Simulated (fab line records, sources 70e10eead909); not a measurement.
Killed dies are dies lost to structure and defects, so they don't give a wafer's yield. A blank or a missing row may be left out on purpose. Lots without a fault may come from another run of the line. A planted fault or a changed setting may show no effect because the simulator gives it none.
fab line records | flow nand_harc
record lots=6 wafers=18 last_day=25
route steps=1159 shown THIN_TSV@1102
lots that met no fault: from a run of the same line without faults
start_h: hours from the record's first day to the start of the lot's first wafer shown | wait_h: hours since the lot's step before | " the same as in the row above | L1.1+2: a row that stands for several wafers | - no value, or no start given | * or withheld: withheld | < > ~ a bound
route shown NAME@n: a module of which the file shows steps, and the number in the route of the first | usual: mean/standard deviation of fault-free wafers | same: alike in all rows | chamber/n: place in a boat | sites: the reading at each site | _std_site: their standard deviation | _edge_site: outer sites' mean less inner sites' | radius_mm: how far each site lies from the wafer's centre | mask NAME#n: copy n | behind: the tool/chamber that last shaped the wafer | hold: why the lot was held/for how many hours/how that ended | device: the transistor (n, p or np) that didn't switch | end of line: the same wafers' tests at the end of the route | a step without rows: its recipe alone | killed: dies lost to structure and defects at the first sort, not the wafer's yield | map: a wafer's dies, x killed, . not, _ none there
set.NAME: the setting as run; set.NAME@STEP: as run at that earlier step | model.NAME: the simulator's own value behind a step, which no gauge read
lots at some steps of the route; a table a step, a row a wafer
services: from which hour (start_h, from the record's first day; less than 0 if before it) a tool's chamber was out of use, for how many hours, and why
## steps
# step NHARC_THIN_TSV_CMP_01
# recipe target_thk_um=3
# usual motor_current_A=11.5/1.4
# columns lot.wafer tool chamber start_h wait_h motor_current_A
L501.2 cmp-02 1 444.13 0.8 10.7
L501.3 " 0 " " 10.7
L501.5 " 2 " " 10.9
L506.1 cmp-04 2 464.86 1.1 10.5
L506.4 " 3 " " 11.1
L506.6 " 1 " " 11.2
L505.1 cmp-01 0 473.51 1.0 13.5
L505.4 " 3 " " 11.4
L505.6 " 0 " " 14.2
L511.2 cmp-04 3 489.59 0.8 10.8
L511.1 " 1 " " 10.5
L511.6 " 3 " " 10.8
L518.1 cmp-01 2 555.80 1.1 14.7
L518.5 " 3 " " 11.7
L518.6 " 0 " " 13.1
L521.2 cmp-02 1 565.23 0.9 11.3
L521.1 " 3 " " 11.0
L521.5 " 0 " " 10.2
# step NHARC_THIN_TSV_THK_MEAS_02
# recipe thk_meas_gauge=ir
# usual thk_nm=2955/220
# columns lot.wafer tool chamber start_h wait_h thk_nm
L501.2 film_metro-02 - 444.39 0.2 3172
L501.3 " - " " 3073
L501.5 " - " " 2982
L506.1 film_metro-01 - 465.08 - 3142
L506.4 " - " " 3388
L506.6 " - " " 3002
L505.1 film_metro-01 - 473.77 - 2864
L505.4 " - " " 2906
L505.6 " - " " 2631
L511.1 film_metro-01 - 489.85 - 2995
L511.2 " - " " 3274
L511.6 " - " " 3235
L518.1 film_metro-02 - 555.99 - 3357
L518.5 " - " " 3210
L518.6 " - " " 3216
L521.1 film_metro-02 - 565.47 - 2793
L521.2 " - " " 2834
L521.5 " - " " 2730
# step NHARC_THIN_TSV_SRD_03
# step NHARC_THIN_TSV_PRECLEAN_41
# recipe time_s=* temp_c=50 bath_age_min=0 chemistry=SC1
# step NHARC_THIN_TSV_SRD_42
# step NHARC_THIN_TSV_DEP_43
# recipe target_thk_a=13285 temp_c=withheld pressure_torr=6.5 rf_w=900 teos_flow_sccm=161.4 flow_sccm=2650 target_thk_nm=1328.5 gas=O2 material=SiO2
# usual flow_sccm=2650/7.9 throttle_valve_pct=16.1/0.7
# columns lot.wafer tool chamber start_h wait_h flow_sccm throttle_valve_pct
L501.2 pecvd-01 1 444.62 - 2635 16.9
L501.3 " 2 " " 2642 15.0
L501.5 " 1 " " 2650 16.9
L506.1 pecvd-04 1 465.39 - 2645 17.0
L506.6 " 2 " " 2650 15.3
L506.4 " 1 " " 2647 17.1
L505.1 pecvd-04 0 474.04 - 2646 16.0
L505.6 " 0 " " 2656 15.9
L505.4 " 1 " " 2646 17.1
L511.2 pecvd-04 1 490.08 - 2645 17.3
L511.1 " 2 " " 2640 15.5
L511.6 " 2 " " 2658 15.4
L518.1 pecvd-01 0 556.21 - 2641 15.9
L518.5 " 1 " " 2650 17.1
L518.6 " 2 " " 2654 15.6
L521.1 pecvd-01 0 565.73 - 2644 16.0
L521.2 " 1 " " 2655 17.0
L521.5 " 0 " " 2653 15.7
# step NHARC_THIN_TSV_DEHYDRATE_04
# recipe temp_c=150 time_s=120
# step NHARC_THIN_TSV_HMDS_05
# recipe time_s=30
# step NHARC_THIN_TSV_COAT_06
# recipe spin_rpm=*
# step NHARC_THIN_TSV_SOFTBAKE_07
# recipe temp_c=122 time_s=95
# step NHARC_THIN_TSV_EBR_08
# step NHARC_THIN_TSV_EXPOSE_09
# recipe na=0.55 dose_mj=30.7 mask_id=TSV
# step NHARC_THIN_TSV_PEB_10
# recipe peb_temp_c=118 peb_time_s=85
# usual chill_plate_temp_C=23.01/0.11 exhaust_pa=45.1/0.79 heater_power_total_W=163.96/0.26 resist_line_temp_C=22.99/0.1
# columns lot.wafer tool chamber start_h wait_h chill_plate_temp_C exhaust_pa heater_power_total_W resist_line_temp_C
L501.2 litho_track-02 0 445.36 0.1 22.91 46.0 164.07 23.22
L501.3 " 0 " " 23.12 44.5 163.93 23.00
L501.5 " 0 " " 22.87 44.1 164.44 23.08
L506.1 litho_track-03 - 465.92 0.1 - - - -
L506.4 " - " " - - - -
L506.6 " - " " - - - -
L505.1 litho_track-03 - 474.66 0.1 - - - -
L505.4 " - " " - - - -
L505.6 " - " " - - - -
L511.1 litho_track-03 0 490.82 0.1 22.93 46.2 164.40 23.02
L511.2 " 0 " " 23.09 45.3 163.84 22.95
L511.6 " 0 " " 22.93 45.6 164.05 22.98
L518.1 litho_track-03 0 556.86 0.1 22.96 45.2 163.73 22.81
L518.5 " 0 " " 22.91 46.1 164.01 23.05
L518.6 " 0 " " 22.94 45.3 164.35 22.80
L521.1 litho_track-02 0 566.43 0.1 23.04 44.5 163.85 22.89
L521.2 " 0 " " 23.02 44.9 164.36 22.70
L521.5 " 0 " " 23.29 46.7 163.63 22.85
# step NHARC_THIN_TSV_DEVELOP_11
# recipe time_s=70
## services
# columns tool chamber start_h hours kind
cmp-02 - 422.66 4.0 pm
cmp-02 - 430.78 2.2 repair
pecvd-01 0 431.31 - clean
pecvd-01 1 431.31 - clean
pecvd-01 2 431.31 - clean
pecvd-01 2 448.75 27.5 repair
pecvd-01 - 465.07 0.5 repair
pecvd-01 1 472.46 1.8 repair
cmp-01 - 473.66 4.0 pm
cmp-04 - 491.35 2.7 repair
cmp-02 - 492.94 2.3 repair
cmp-04 - 497.21 4.0 pm
cmp-02 - 497.89 0.5 repair
cmp-01 - 504.34 1.4 repair
cmp-02 - 512.64 5.2 repair
litho_track-02 - 515.00 7.0 pm
cmp-02 - 519.07 7.9 repair
cmp-04 - 524.54 0.5 repair
cmp-02 - 527.02 4.0 pm
pecvd-04 - 529.45 0.6 repair
pecvd-04 2 544.36 17.1 repair
pecvd-04 - 557.00 13.0 pm
pecvd-04 0 557.00 13.0 vent_cycle
litho_track-03 - 563.00 7.0 pm
## key
first_sign step=NHARC_THIN_TSV_PEB_10 reading=tool_record direction=missing
effect none on later readings
met_at NHARC_THIN_TSV_PEB_10
struck_wafers L505.1,L505.4,L505.6,L506.1,L506.4,L506.6
later_rows_left_out L505.1,L505.4,L505.6,L506.1,L506.4,L506.6
sort_left_out L505.1,L505.4,L505.6,L506.1,L506.4,L506.6
fault kind=skipped_step_whole tool=litho_track-03 chamber=- onset_h=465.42 steps=NHARC_THIN_TSV_PEB_10 scope=struck_lots_only
# sort_left_out: the simulated sort isn't trusted on such a fault, so these wafers' sort isn't shown, and their yield isn't known
# later_rows_left_out: the simulator's readings of these wafers behind a module that went badly wrong aren't trusted and aren't shown, but for the sort
